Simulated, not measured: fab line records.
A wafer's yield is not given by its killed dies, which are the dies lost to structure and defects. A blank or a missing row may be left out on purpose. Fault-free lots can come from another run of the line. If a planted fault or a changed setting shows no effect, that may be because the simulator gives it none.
fab line records | flow n5-finfet
record: lots: 7 wafers: 21
route steps=1938 shown MIM_BOT_LITHO@1858 MIM_BOT_ETCH@1868
start-h: hours from the record's opening day to when the first of the lot's shown wafers began | wait-h: hours elapsed since this lot's preceding step | " unchanged from the row above | L1.1+2: one row covering several wafers at once | - no value, or no start was given | * or withheld: withheld | < > ~ a bound
route shown NAME@n: a module of which the file shows steps, and the number in the route of the first | usual: mean and standard deviation over wafers with no fault | same: alike in all rows | chamber/n: place in a boat | sites: the reading at each site | _std_site: standard deviation across them | _edge_site: the outer-site mean with the inner-site mean subtracted | radius-mm: for every site, how far away it sits from the centre of the wafer | mask NAME#n: copy n | behind: the tool/chamber that last shaped the wafer | hold: reason for holding the lot/hours on hold/outcome of the hold | device: the transistor (n, p or np) that didn't switch | end of line: the tests these same wafers got at the end of their route | a step without rows: its recipe alone | killed: dies lost to structure and defects at the first sort, not the wafer's yield | map: dies across one wafer; x = killed, . = not, _ = none there
set.NAME: the run value of the setting; set.NAME@STEP: its run value at that earlier step | model.NAME: the simulator's own value behind a step, which no gauge read
lots run with intentionally changed settings; tables by step, rows by wafer
== steps ==
step: N5_MIM_BOT_LITHO_EXPOSE_05
recipe: mask-id: MIM_BOT na: 0.55 source-shape: conventional sigma-outer: 0.8 polarization: unpolarized dose-mj: 24.25
columns lot.wafer tool chamber start-h wait-h mask set.dose-mj
L074.3+6 krf-scanner-01 0 255.78 - MIM_BOT#0 22.61
L074.4 " 0 " " MIM_BOT#0 24.25
L078.3+4+5 krf-scanner-01 0 271.50 - MIM_BOT#0 24.25
L080.1+5+6 krf-scanner-01 0 280.17 - MIM_BOT#0 24.25
L083.1+4+5 krf-scanner-01 0 314.57 - MIM_BOT#0 24.25
L084.3+4 krf-scanner-01 0 322.94 - MIM_BOT#0 23.01
L084.5 " 0 " " MIM_BOT#0 24.25
L093.2 krf-scanner-01 0 361.93 - MIM_BOT#0 24.25
L093.4+6 " 0 " " MIM_BOT#0 26.04
L094.2 krf-scanner-02 0 379.16 - MIM_BOT#0 22.72
L094.5+6 " 0 " " MIM_BOT#0 24.25
step: N5_MIM_BOT_LITHO_PEB_06
recipe: peb-temp-c: withheld peb-time-s: *
step: N5_MIM_BOT_LITHO_DEVELOP_07
recipe: develop-time-s: 60 rinse-liquid: diw dry: air-spin dev-temp-c: 21
step: N5_MIM_BOT_LITHO_HARDBAKE_09
recipe: temp-c: 130 time-s: 120
step: N5_MIM_BOT_LITHO_CD_MEAS_08
recipe: target-cd-nm: 3000 landing-energy-ev: 500 detector: se-inlens polarity: opening
usual: cd-nm: 2999.3/1.4
columns lot.wafer tool chamber start-h wait-h set.dose-mj@MIM_BOT_LITHO_EXPOSE_05 cd-nm
L074.3 cd-sem-02 0 255.95 - 22.61 2986.6
L074.4 " 0 " " 24.25 2998.5
L074.6 " 0 " " 22.61 2988.1
L078.3 cd-sem-03 0 271.67 - 24.25 2997.4
L078.4 " 0 " " 24.25 2998.8
L078.5 " 0 " " 24.25 2997.9
L080.1 cd-sem-02 0 280.34 - 24.25 3001.5
L080.5 " 0 " " 24.25 3000.3
L080.6 " 0 " " 24.25 2999.4
L083.1 cd-sem-03 0 314.75 - 24.25 2997.0
L083.4 " 0 " " 24.25 2997.8
L083.5 " 0 " " 24.25 2999.4
L084.3 cd-sem-02 0 323.10 - 23.01 2988.1
L084.4 " 0 " " 23.01 2989.2
L084.5 " 0 " " 24.25 2996.8
L093.2 cd-sem-02 0 362.10 - 24.25 3000.2
L093.4 " 0 " " 26.04 3009.3
L093.6 " 0 " " 26.04 3011.1
L094.2 cd-sem-03 0 379.33 - 22.72 2988.0
L094.5 " 0 " " 24.25 3001.1
L094.6 " 0 " " 24.25 3001.3
step: N5_MIM_BOT_ETCH_ETCH_00
recipe: chemistry: Cl2/BCl3 target: TiN target-depth-a: 455 ion-energy-ev: 150 pressure-mtorr: 10 icp-w: 1000 bias-w: 126 Cl2_flow_sccm: 53.25 bcl3-flow-sccm: 21.75 Ar_flow_sccm: 25
columns lot.wafer tool chamber start-h wait-h set.icp-w model.etch.depth-nm
L074.3 rie-metal-01 0 256.32 0.1 1000 45.33
L074.4 " 1 " " 1000 46.22
L074.6 " 0 " " 1000 45.21
L078.3 rie-metal-02 1 272.04 0.1 1097 49.11
L078.4 " 0 " " 1000 46.47
L078.5 " 1 " " 1097 49.36
L080.1 rie-metal-03 0 280.68 0.1 1000 46.89
L080.5 " 0 " " 1000 46.75
L080.6 " 1 " " 1000 46.14
L083.1 rie-metal-02 0 315.09 0.1 1000 45.76
L083.4 " 0 " " 876.2 40.75
L083.5 " 0 " " 1000 45.11
L084.3 rie-metal-01 0 323.47 0.1 1163 51.97
L084.4 " 1 " " 1000 46.67
L084.5 " 0 " " 1000 45.71
L093.2 rie-metal-01 1 362.43 0.1 900.7 42.38
L093.4 " 1 " " 1000 46.65
L093.6 " 0 " " 1000 45.63
L094.2 rie-metal-03 1 379.66 0.1 1000 45.8
L094.5 " 0 " " 1092 49.85
L094.6 " 1 " " 1000 45.87
== key ==
split: step: N5_MIM_BOT_LITHO_EXPOSE_05 setting: dose-mj stated: 24.25 by: wafer
response: step: N5_MIM_BOT_LITHO_CD_MEAS_08 reading: cd-nm change: +1.65 per: 1% r: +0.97
split: step: N5_MIM_BOT_ETCH_ETCH_00 setting: icp-w stated: 1000 by: wafer
response: step: N5_MIM_BOT_ETCH_ETCH_00 reading: model.etch.depth-nm change: +0.364 per: 1% r: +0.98
